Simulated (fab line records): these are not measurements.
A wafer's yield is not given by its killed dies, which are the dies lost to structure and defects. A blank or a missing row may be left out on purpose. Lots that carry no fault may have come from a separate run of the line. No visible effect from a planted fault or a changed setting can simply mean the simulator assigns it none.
fab line records	flow n5_finfet
[record] lots = 15	wafers = 44	last_day = 18
route steps=1938 shown BEOL_M0_SAQP@678 BEOL_M0_CUTY@705
lots that met no fault: from a run of the same line without faults
start_h: start of the lot's first displayed wafer, in hours after the record's first day	wait_h: hours from the lot's prior step to this one	" identical to the entry in the row above	L1.1+2: one row covering several wafers at once	- no value present, or no start provided	* or withheld: withheld	< > ~ a bound
route shown NAME@n: a module of which the file shows steps, and the number in the route of the first	usual: mean/standard deviation of fault-free wafers	same: alike in all rows	chamber/n: place in a boat	sites: readings site by site	_std_site: how widely they spread, as a standard deviation	_edge_site: inner sites' mean taken away from outer sites' mean	radius_mm: how far each site lies from the wafer's centre	mask NAME#n: copy n	behind: the last tool/chamber to shape the wafer	hold: what put the lot on hold/how long, in hours/how the hold closed	device: the transistor (n, p or np) that didn't switch	end of line: tests of these same wafers at the route's end	step lacking rows: just its recipe	killed: at the first sort, the dies lost to defects and structure; wafer yield is something else	map: a wafer's dies, x killed, . not, _ none there
set.NAME: setting as actually run; set.NAME@STEP: the setting as run at that earlier step	model.NAME: the simulator's own value behind a step, which no gauge read
the route's steps for a sample of lots (tables are steps, rows are wafers)
services: the hour from which a tool's chamber was out of use, counted from the record's first day as start_h (under 0 if before that day), plus the number of hours and why
[[steps]]
[step N5_BEOL_M0_SAQP_MANDREL2_REMOVE_110]
[recipe] chemistry = HBr/Cl2/O2	bt_time_s = 10	target = a-Si	stop_on = SiCN	endpoint = OES-SiCl	over_etch_frac = 1	icp_w = 600	bias_w = 30	HBr_flow_sccm = 150	Cl2_flow_sccm = 80	O2_flow_sccm = 5	pressure_mtorr = 10
[usual] drypump_motor_current_A = 5.8/0.49	oes_product_au = 0.995/0.014	throttle_valve_pct = 36.9/0.59
[same] over_etch_frac = 1
lot.wafer	tool	chamber	start_h	wait_h	drypump_motor_current_A	oes_product_au	rf_hours_counter_h	throttle_valve_pct
L153.1	rie_si-03	1	121.36	0.1	5.8	0.985	141	36.2
L153.3	"	0	"	"	6.4	0.995	42	36.8
L153.5	"	0	"	"	6.3	1.006	-	36.8
L154.1	rie_si-03	0	129.16	0.1	6.4	0.999	43	36.9
L154.4	"	3	"	"	5.0	0.978	4	36.0
L154.6	"	0	"	"	6.4	1.002	-	36.8
L157.1	rie_si-03	1	141.32	0.1	5.8	0.984	142	36.2
L157.4	"	2	"	"	6.1	0.993	83	37.8
L157.6	"	3	"	"	5.0	0.984	-	36.0
L158.4	rie_si-04	0	147.27	0.1	6.4	0.982	167	36.6
L158.5	"	1	"	"	6.1	0.980	-	37.2
L158.6	"	2	"	"	5.4	0.974	-	37.9
L159.3	rie_si-02	0	158.90	0.1	5.5	1.006	31	36.7
L159.5	"	1	"	"	5.3	1.029	-	37.1
L159.6	"	2	"	"	6.0	0.988	-	36.5
L160.2	rie_si-04	1	162.97	0.1	6.1	1.008	73	37.2
L160.4	"	0	"	"	6.3	0.995	168	36.6
L160.5	"	2	"	"	5.4	0.991	-	37.8
L163.1	rie_si-02	0	184.50	0.1	5.5	1.012	32	36.7
L163.2	"	3	"	"	6.6	0.973	123	37.3
L163.3	"	2	"	"	6.0	0.994	57	36.5
L164.2	rie_si-03	0	189.24	0.1	6.4	0.996	44	36.8
L164.3	"	3	"	"	5.0	0.978	5	36.0
L164.4	"	2	"	"	6.2	1.003	84	37.8
L165.1	rie_si-04	2	194.02	0.1	5.4	0.991	39	37.8
L165.3	"	3	"	"	5.5	0.989	93	36.2
L165.5	"	3	"	"	5.5	0.997	-	36.2
L167.1	rie_si-04	3	206.49	0.1	5.5	0.993	93	36.2
L167.5	"	0	"	"	6.4	0.991	-	36.6
L167.6	"	1	"	"	6.1	1.004	-	37.1
L168.1	rie_si-03	2	210.75	0.1	6.1	0.994	84	37.8
L168.3	"	3	"	"	5.0	0.990	6	36.0
L168.6	"	1	"	"	5.8	0.993	-	36.2
L169.1	rie_si-03	2	213.32	0.1	6.2	1.005	84	37.8
L169.2	"	3	"	"	5.0	0.981	6	36.0
L169.4	"	3	"	"	4.9	0.983	-	36.0
L170.1	rie_si-04	1	219.53	0.1	6.1	1.011	74	37.1
L170.2	"	2	"	"	5.4	0.979	40	37.8
L170.3	"	0	"	"	6.4	0.988	169	36.6
L174.3	rie_si-02	0	245.69	0.1	5.5	0.994	33	36.7
L174.5	"	2	"	"	6.0	0.986	-	36.5
L174.6	"	0	"	"	5.5	1.005	-	36.7
L175.2	rie_si-02	2	254.74	0.1	6.0	0.994	58	36.5
L175.5	"	2	"	"	6.0	0.990	-	36.5
[step N5_BEOL_M0_CUTY_EXPOSE_54]
[recipe] mask_id = M0_ABLK	na = 1.35	source_shape = conventional	sigma_outer = 0.8	polarization = unpolarized	dose_mj = 36
[usual] exposure_dose_mJ_cm2 = 35.97/0.035	focus_offset_nm = 0.0/0.46
lot.wafer	tool	chamber	start_h	wait_h	mask	exposure_dose_mJ_cm2	focus_offset_nm
L153.1	arfi_scanner-03	0	123.20	-	M0_ABLK#0	35.95	-0.2
L153.3	"	0	"	"	M0_ABLK#0	35.94	-0.6
L153.5	"	0	"	"	M0_ABLK#0	35.95	0.2
L154.1	arfi_scanner-03	0	130.83	-	M0_ABLK#0	35.89	-0.5
L154.4	"	0	"	"	M0_ABLK#0	35.99	0.5
L154.6	"	0	"	"	M0_ABLK#0	35.96	-0.6
L157.1	arfi_scanner-03	0	143.09	-	M0_ABLK#0	35.96	-0.6
L157.4	"	0	"	"	M0_ABLK#0	35.98	0.1
L157.6	"	0	"	"	M0_ABLK#0	35.94	0.8
L158.4	arfi_scanner-03	0	149.12	-	M0_ABLK#0	36.04	-0.4
L158.5	"	0	"	"	M0_ABLK#0	35.99	0.0
L158.6	"	0	"	"	M0_ABLK#0	36.03	0.2
L159.3	arfi_scanner-01	0	160.77	-	M0_ABLK#0	35.91	0.3
L159.5	"	0	"	"	M0_ABLK#0	35.95	0.1
L159.6	"	0	"	"	M0_ABLK#0	35.96	0.5
L160.2	arfi_scanner-03	0	164.95	-	M0_ABLK#0	36.00	0.6
L160.4	"	0	"	"	M0_ABLK#0	35.98	0.4
L160.5	"	0	"	"	M0_ABLK#0	36.01	0.3
L163.1	arfi_scanner-02	0	186.51	-	M0_ABLK#0	36.02	-0.3
L163.2	"	0	"	"	M0_ABLK#0	36.01	-0.1
L163.3	"	0	"	"	M0_ABLK#0	35.97	-0.2
L164.2	arfi_scanner-03	0	190.96	-	M0_ABLK#0	35.99	0.9
L164.3	"	0	"	"	M0_ABLK#0	36.04	0.2
L164.4	"	0	"	"	M0_ABLK#0	36.02	0.3
L165.1	arfi_scanner-01	0	196.11	-	M0_ABLK#0	35.93	-0.3
L165.3	"	0	"	"	M0_ABLK#0	35.94	0.7
L165.5	"	0	"	"	M0_ABLK#0	35.94	0.5
L167.1	arfi_scanner-01	0	208.40	-	M0_ABLK#0	35.94	-0.4
L167.5	"	0	"	"	M0_ABLK#0	35.98	-0.5
L167.6	"	0	"	"	M0_ABLK#0	35.94	-0.2
L168.1	arfi_scanner-03	-	212.48	-	M0_ABLK#0	-	-
L168.3	"	-	"	"	M0_ABLK#0	-	-
L168.6	"	-	"	"	M0_ABLK#0	-	-
L169.1	arfi_scanner-03	-	215.04	-	M0_ABLK#0	-	-
L169.2	"	-	"	"	M0_ABLK#0	-	-
L169.4	"	-	"	"	M0_ABLK#0	-	-
L170.1	arfi_scanner-01	-	221.39	-	M0_ABLK#0	-	-
L170.2	"	-	"	"	M0_ABLK#0	-	-
L170.3	"	-	"	"	M0_ABLK#0	-	-
L174.3	arfi_scanner-01	0	248.02	-	M0_ABLK#0	35.97	0.5
L174.5	"	0	"	"	M0_ABLK#0	35.99	0.3
L174.6	"	0	"	"	M0_ABLK#0	35.96	0.7
L175.2	arfi_scanner-03	0	256.59	-	M0_ABLK#0	36.03	-0.2
L175.5	"	0	"	"	M0_ABLK#0	35.97	-0.6
[step N5_BEOL_M0_CUTY_OVL_MEAS_58]
[recipe] points_per_wafer = 44
[usual] M0_ABLK_OVL = -0.1/0.91
lot.wafer	tool	chamber	start_h	wait_h	M0_ABLK_OVL[nm]
L153.1	overlay-01	0	123.36	0.0	0.4
L153.3	"	0	"	"	-1.0
L153.5	"	0	"	"	0.3
L154.1	overlay-01	0	130.98	0.0	-0.7
L154.4	"	0	"	"	0.3
L154.6	"	0	"	"	1.4
L157.1	overlay-02	0	143.24	0.0	-0.2
L157.4	"	0	"	"	-1.1
L157.6	"	0	"	"	-1.8
L158.4	overlay-01	0	149.26	0.0	0.2
L158.5	"	0	"	"	0.3
L158.6	"	0	"	"	-0.6
L159.3	overlay-01	0	160.91	0.0	0.2
L159.5	"	0	"	"	0.2
L159.6	"	0	"	"	1.4
L160.2	overlay-02	0	165.09	0.0	-0.5
L160.4	"	0	"	"	0.0
L160.5	"	0	"	"	0.4
L163.1	overlay-02	0	186.66	0.0	1.3
L163.2	"	0	"	"	0.4
L163.3	"	0	"	"	1.7
L164.2	overlay-02	0	191.11	0.0	-0.5
L164.3	"	0	"	"	0.3
L164.4	"	0	"	"	-0.1
L165.1	overlay-01	0	196.27	0.0	0.5
L165.3	"	0	"	"	0.9
L165.5	"	0	"	"	0.7
L167.1	overlay-02	0	208.56	0.0	-0.7
L167.5	"	0	"	"	-0.3
L167.6	"	0	"	"	-1.5
L168.1	overlay-01	0	212.63	0.0	-
L168.3	"	0	"	"	-
L168.6	"	0	"	"	-
L169.1	overlay-02	0	215.19	0.0	-
L169.2	"	0	"	"	-
L169.4	"	0	"	"	-
L170.1	overlay-01	0	221.54	0.0	-
L170.2	"	0	"	"	-
L170.3	"	0	"	"	-
L174.3	overlay-02	0	248.17	0.0	0.1
L174.5	"	0	"	"	0.2
L174.6	"	0	"	"	-0.9
L175.2	overlay-01	0	256.74	0.0	-0.9
L175.5	"	0	"	"	0.0
[step N5_BEOL_M0_CUTY_ETCH_63]
[recipe] chemistry = N2/H2	target = SOC	target_depth_a = 827	overetch_a = 165	mask_material = SiARC	temp_c = 40	ion_energy_ev = 200	time_s = 124	pressure_mtorr = 30	source_w = 840	bias_w = 150	n2_flow_sccm = 200	h2_flow_sccm = 200
[usual] drypump_motor_current_A = 5.8/0.46	oes_product_au = 0.63/0.061	rf_vpp_V = 523.9/2.4	showerhead_plenum_p_Torr = 2.55/0.078	throttle_valve_pct = 17.98/0.28
lot.wafer	tool	chamber	start_h	wait_h	drypump_motor_current_A	oes_product_au	rf_hours_counter_h	rf_vpp_V	showerhead_plenum_p_Torr	throttle_valve_pct
L153.1	rie_diel-05	2	123.50	0.0	5.9	0.59	185	522.4	2.50	17.54
L153.3	"	3	"	"	5.6	0.59	211	527.0	2.62	17.74
L153.5	"	1	"	"	4.7	0.59	-	526.9	2.63	18.28
L154.1	rie_diel-05	2	131.17	0.0	5.9	0.60	187	522.7	2.50	17.56
L154.4	"	0	"	"	6.4	0.63	146	521.8	2.46	17.91
L154.6	"	0	"	"	6.4	0.63	-	522.0	2.46	17.89
L157.1	rie_diel-05	2	143.48	0.0	5.9	0.59	192	523.5	2.50	17.56
L157.4	"	0	"	"	6.4	0.63	151	521.2	2.46	17.91
L157.6	"	1	"	"	4.7	0.59	-	526.4	2.62	18.30
L158.4	rie_diel-01	3	149.39	0.0	5.8	0.63	161	524.2	2.54	17.87
L158.5	"	0	"	"	6.2	0.56	-	518.4	2.41	18.22
L158.6	"	1	"	"	6.5	0.57	-	526.1	2.64	17.77
L159.3	rie_diel-02	1	161.05	0.0	5.9	0.62	132	520.9	2.48	18.07
L159.5	"	1	"	"	5.8	0.61	-	521.0	2.48	18.06
L159.6	"	2	"	"	5.7	0.67	-	523.4	2.58	17.90
L160.2	rie_diel-02	2	165.37	0.0	5.7	0.66	93	523.5	2.58	17.89
L160.4	"	3	"	"	5.9	0.74	24	522.5	2.51	17.93
L160.5	"	2	"	"	5.8	0.66	-	524.4	2.58	17.89
L163.1	rie_diel-01	2	186.80	0.0	5.7	0.62	178	526.7	2.64	18.26
L163.2	"	3	"	"	5.8	0.61	175	522.7	2.53	17.89
L163.3	"	0	"	"	6.3	0.56	244	521.2	2.41	18.24
L164.2	rie_diel-05	0	191.62	0.0	6.4	0.62	168	522.1	2.45	17.93
L164.3	"	3	"	"	5.6	0.56	232	525.7	2.61	17.79
L164.4	"	2	"	"	5.9	0.59	208	524.4	2.49	17.57
L165.1	rie_diel-01	0	196.48	0.0	6.3	0.56	249	519.1	2.40	18.27
L165.3	"	2	"	"	5.7	0.62	183	526.9	2.64	18.25
L165.5	"	0	"	"	6.3	0.56	-	518.4	2.40	18.27
L167.1	rie_diel-01	1	209.03	0.0	6.5	0.76	6	525.9	2.63	17.36
L167.5	"	1	"	"	6.6	0.75	-	525.9	2.63	17.39
L167.6	"	2	"	"	5.7	0.61	-	526.3	2.64	18.27
L168.1	rie_diel-02	1	213.09	0.0	5.9	0.61	151	520.3	2.47	18.09
L168.3	"	3	"	"	5.9	0.71	43	522.7	2.50	17.97
L168.6	"	3	"	"	5.9	0.72	-	522.7	2.50	17.97
L169.1	rie_diel-02	0	215.53	0.0	5.3	0.59	206	524.4	2.53	18.36
L169.2	"	3	"	"	5.9	0.72	44	521.7	2.50	17.97
L169.4	"	0	"	"	5.3	0.59	-	523.2	2.53	18.38
L170.1	rie_diel-05	3	221.68	0.0	5.7	0.56	244	527.9	2.61	17.81
L170.2	"	1	"	"	4.8	0.56	223	525.1	2.61	18.33
L170.3	"	0	"	"	6.4	0.61	177	521.3	2.45	17.96
L174.3	rie_diel-02	2	248.31	0.0	5.8	0.64	112	524.5	2.57	17.93
L174.5	"	0	"	"	5.3	0.59	-	522.9	2.53	18.40
L174.6	"	1	"	"	5.9	0.60	-	521.6	2.46	18.13
L175.2	rie_diel-05	2	257.07	0.0	5.9	0.57	232	524.0	2.48	17.62
L175.5	"	2	"	"	5.8	0.57	-	523.6	2.48	17.62
[[services]]
tool	chamber	start_h	hours	kind
arfi_scanner-01	-	116.54	1.0	pm
rie_si-02	0	119.99	15.0	repair
arfi_scanner-03	-	121.99	0.8	pm
arfi_scanner-03	-	124.24	1.0	pm
arfi_scanner-01	-	124.85	3.9	pm
arfi_scanner-01	-	128.99	12.0	pm
rie_diel-05	3	132.65	7.5	repair
rie_diel-01	1	135.00	12.9	repair
arfi_scanner-01	-	149.34	1.3	pm
rie_si-04	-	153.37	1.1	repair
rie_si-04	-	154.56	2.8	pm
arfi_scanner-03	-	167.24	1.3	pm
arfi_scanner-01	-	173.53	1.0	pm
arfi_scanner-01	-	193.28	0.3	repair
rie_diel-02	-	195.71	3.6	repair
rie_diel-05	0	203.48	8.1	repair
rie_diel-02	2	205.00	27.5	repair
rie_si-03	1	212.33	6.2	repair
arfi_scanner-03	-	215.73	0.8	repair
rie_diel-02	0	226.35	10.5	repair
arfi_scanner-03	-	234.86	1.9	repair
rie_diel-02	3	241.86	46.0	repair
arfi_scanner-03	-	245.10	4.2	repair
arfi_scanner-01	-	252.58	0.8	pm
[[key]]
[first_sign] step = N5_BEOL_M0_CUTY_EXPOSE_54	reading = tool_record	direction = missing
effect none on later readings
met_at N5_BEOL_M0_CUTY_EXPOSE_54
struck_lots L168,L169,L170
later_rows_left_out L168.1,L168.3,L168.6,L169.1,L169.2,L169.4,L170.1,L170.2,L170.3
sort_left_out L168.1,L168.3,L168.6,L169.1,L169.2,L169.4,L170.1,L170.2,L170.3
not_acting_at N5_BEOL_M0_SAQP_MANDREL2_REMOVE_110,N5_BEOL_M0_CUTY_OVL_MEAS_58,N5_BEOL_M0_CUTY_ETCH_63
onset_between 208.40 212.48
[fault] kind = skipped_step_whole	tool = arfi_scanner-01,arfi_scanner-03	chamber = -	onset_h = 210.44	steps = N5_BEOL_M0_CUTY_EXPOSE_54	scope = struck_lots_only
// sort_left_out: the simulated sort isn't trusted on such a fault, so these wafers' sort isn't shown, and their yield isn't known
// later_rows_left_out: the simulator's readings of these wafers behind a module that went badly wrong aren't trusted and aren't shown, but for the sort
